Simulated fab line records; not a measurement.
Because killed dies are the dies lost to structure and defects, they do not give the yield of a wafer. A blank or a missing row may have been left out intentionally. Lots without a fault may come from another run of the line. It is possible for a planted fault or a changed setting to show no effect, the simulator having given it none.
Chamber matching :: flow nandHarc :: NHARC_P_CONTACT_CMP_01 on cmp-03: 4 sister chambers
The step polishes SiO2, target thk 200 nm. 8 wafers are shown with their chamber, then 12 later ones without.

== WAFERS PAIRED WITH THEIR CHAMBERS ==
wafer: L088.5
chamber: 3
motorCurrentA (A): 11.8
slurryFlowMlMin: 150.5

wafer: L088.6
chamber: 2
motorCurrentA (A): 10.4
slurryFlowMlMin: 150.0

wafer: L089.1
chamber: 0
motorCurrentA (A): 11.3
slurryFlowMlMin: 150.7

wafer: L089.4
chamber: 1
motorCurrentA (A): 13.5
slurryFlowMlMin: 149.3

wafer: L089.5
chamber: 2
motorCurrentA (A): 10.8
slurryFlowMlMin: 149.9

wafer: L090.1
chamber: 1
motorCurrentA (A): 14.1
slurryFlowMlMin: 150.0

wafer: L090.5
chamber: 3
motorCurrentA (A): 11.7
slurryFlowMlMin: 149.6

wafer: L090.6
chamber: 0
motorCurrentA (A): 11.5
slurryFlowMlMin: 149.5

== WAFERS WITH NO CHAMBER GIVEN ==
wafer: L091.1
motorCurrentA (A): 11.5
slurryFlowMlMin: 150.3

wafer: L091.4
motorCurrentA (A): 14.4
slurryFlowMlMin: 149.6

wafer: L091.5
motorCurrentA (A): 11.9
slurryFlowMlMin: 150.3

wafer: L092.1
motorCurrentA (A): 10.4
slurryFlowMlMin: 150.3

wafer: L092.3
motorCurrentA (A): 13.6
slurryFlowMlMin: 149.7

wafer: L092.5
motorCurrentA (A): 14.4
slurryFlowMlMin: 149.5

wafer: L095.1
motorCurrentA (A): 10.4
slurryFlowMlMin: 150.2

wafer: L095.4
motorCurrentA (A): 11.6
slurryFlowMlMin: 149.5

wafer: L095.5
motorCurrentA (A): 11.3
slurryFlowMlMin: 150.8

wafer: L097.1
motorCurrentA (A): 10.5
slurryFlowMlMin: 150.0

wafer: L097.2
motorCurrentA (A): 11.4
slurryFlowMlMin: 150.6

wafer: L097.3
motorCurrentA (A): 13.1
slurryFlowMlMin: 149.3

== EACH ONE'S CHAMBER ==
wafer: L091.1
from the rows above: can't be placed: 0 or 3
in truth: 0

wafer: L091.4
from the rows above: 1
in truth: 1

wafer: L091.5
from the rows above: can't be placed: 3 or 0
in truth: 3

wafer: L092.1
from the rows above: 2
in truth: 2

wafer: L092.3
from the rows above: 1
in truth: 1

wafer: L092.5
from the rows above: 1
in truth: 1

wafer: L095.1
from the rows above: 2
in truth: 2

wafer: L095.4
from the rows above: can't be placed: 3 or 0
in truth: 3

wafer: L095.5
from the rows above: can't be placed: 0 or 3 or 2
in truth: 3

wafer: L097.1
from the rows above: 2
in truth: 2

wafer: L097.2
from the rows above: can't be placed: 0 or 3
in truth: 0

wafer: L097.3
from the rows above: 1
in truth: 1
Placed correctly: 7 of 12. Cannot be placed on the basis of these rows: 5; the candidates contain the true chamber in 5. 0 placed wrongly.
How it was worked out, from the rows above alone: a wafer's distance from a chamber is the root of the sum, over the readings, of the square of ((its reading less the chamber's mean) divided by the reading's scatter). If the next closest chamber is less than 2 further off than the closest, the wafer can't be placed; otherwise it belongs to the closest. For every chamber, the mean is computed from those of its wafers that are shown. How the scatter is found: for the shown wafers, subtract from each reading the mean of its chamber, square and add these, divide the total by (wafers less chambers), then take the root.
